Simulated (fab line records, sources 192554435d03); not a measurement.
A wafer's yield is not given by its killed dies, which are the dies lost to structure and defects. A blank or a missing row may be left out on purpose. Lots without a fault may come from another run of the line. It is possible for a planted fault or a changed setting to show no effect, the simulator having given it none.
Matching of chambers    flow n5 finfet    N5_BEOL_M3_ETCH_74 on rie diel-01 has 4 sister chambers
The step etches underlayer in N2/H2, target depth 6.5 nm, time 5.2 s. 4 wafers are shown with their chamber, then 7 later ones without.

## EACH WAFER AND ITS CHAMBER
wafer   chamber  oes product au (a.u.)
L082.3  2        0.58
L082.6  0        0.84
L089.1  1        0.60
L089.2  3        0.60

## WAFERS WITHOUT THEIR CHAMBER
wafer   oes product au (a.u.)
L089.6  0.58
L093.1  0.59
L093.4  0.57
L093.6  0.58
L095.3  0.56
L095.5  0.59
L095.6  0.77

## THE CHAMBER EACH PASSED THROUGH
wafer   from the rows above           in truth
L089.6  can't be placed: 2 or 1 or 3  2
L093.1  can't be placed: 1 or 2 or 3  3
L093.4  can't be placed: 2 or 1 or 3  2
L093.6  can't be placed: 2 or 1 or 3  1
L095.3  can't be placed: 2 or 1 or 3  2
L095.5  can't be placed: 1 or 2 or 3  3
L095.6  0                             0
1 of 7 placed correctly. Cannot be placed on the basis of these rows: 6; the candidates contain the true chamber in 6. 0 placed wrongly.
How it was worked out, from the rows above alone: a wafer's distance from a chamber is the root of the sum, over the readings, of the square of ((its reading less the chamber's mean) divided by the reading's scatter). The wafer belongs to the nearest chamber; if the next one is less than 2 further off, it can't be placed. For every chamber, the mean is computed from those of its wafers that are shown. The scatter: with one shown wafer a chamber, the root of the mean of the squares of how far each hidden wafer lies from its nearest shown one.
